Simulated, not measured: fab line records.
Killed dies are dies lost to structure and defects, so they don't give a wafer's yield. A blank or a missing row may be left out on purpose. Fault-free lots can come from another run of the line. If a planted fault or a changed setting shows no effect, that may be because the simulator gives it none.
Matching of chambers ; flow n5 finfet ; N5_BEOL_M7_CURE_74 on uv cure-03: 3 sister chambers
The step cures SiCOH lowk, time 240 s. 20 wafers are shown with their chamber, then 10 later ones without.

== WAFERS WITH THEIR CHAMBER ==
wafer;chamber;wafer_temp_C_max;lamp power pct (%)
L077.1;0;387.7;52.33
L077.3;0;388.0;52.38
L077.4;0;387.3;52.35
L084.3;1;386.4;52.30
L084.5;1;387.4;52.28
L084.6;1;386.6;52.29
L085.2;2;387.0;52.33
L085.3;2;387.1;52.37
L085.6;2;387.0;52.18
L088.1;1;386.3;52.37
L088.2;1;385.8;52.26
L088.4;1;386.3;52.40
L089.1;2;387.4;52.31
L089.4;2;387.4;52.24
L089.6;2;387.7;52.34
L090.1;1;386.8;52.42
L090.3;1;386.6;52.32
L090.6;1;386.7;52.31
L091.1;1;386.2;52.28
L091.2;1;386.1;52.31

SIGNATURES (means of the wafers above)
reading;chamber 0;chamber 1;chamber 2;scatter within a chamber
wafer_temp_C_max;387.667;386.473;387.267;0.377
lamp power pct;52.3533;52.3218;52.2950;0.0562
Rule: a wafer lies at a distance from a chamber equal to the root of the sum of squares, over the readings, of (its reading less the chamber's mean, divided by the reading's scatter). The wafer belongs to the nearest chamber; if the next one is less than 2 further off, it can't be placed. The scatter is the square root of a quotient: the sum, over the shown wafers, of each reading's squared deviation from its chamber's mean, divided by wafers minus chambers.

== WAFERS WITHOUT THEIR CHAMBER ==
wafer;wafer_temp_C_max;lamp power pct (%)
L091.3;386.4;52.31
L094.2;387.0;52.27
L094.5;387.2;52.29
L094.6;387.3;52.37
L095.2;386.6;52.31
L095.4;386.6;52.31
L095.6;386.5;52.28
L096.1;388.0;52.34
L096.2;387.2;52.33
L096.3;387.5;52.28

== THE CHAMBER EACH PASSED THROUGH ==
wafer;from the rows above;in truth
L091.3;1;1
L094.2;can't be placed: 2 or 1 or 0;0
L094.5;can't be placed: 2 or 0 or 1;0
L094.6;can't be placed: 0 or 2 or 1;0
L095.2;can't be placed: 1 or 2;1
L095.4;can't be placed: 1 or 2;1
L095.6;can't be placed: 1 or 2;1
L096.1;can't be placed: 0 or 2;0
L096.2;can't be placed: 2 or 0 or 1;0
L096.3;can't be placed: 2 or 0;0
Correct placement for 1 of the 10. These rows do not allow placing 9 (true chamber among the candidates in 9). Number placed wrongly: 0.
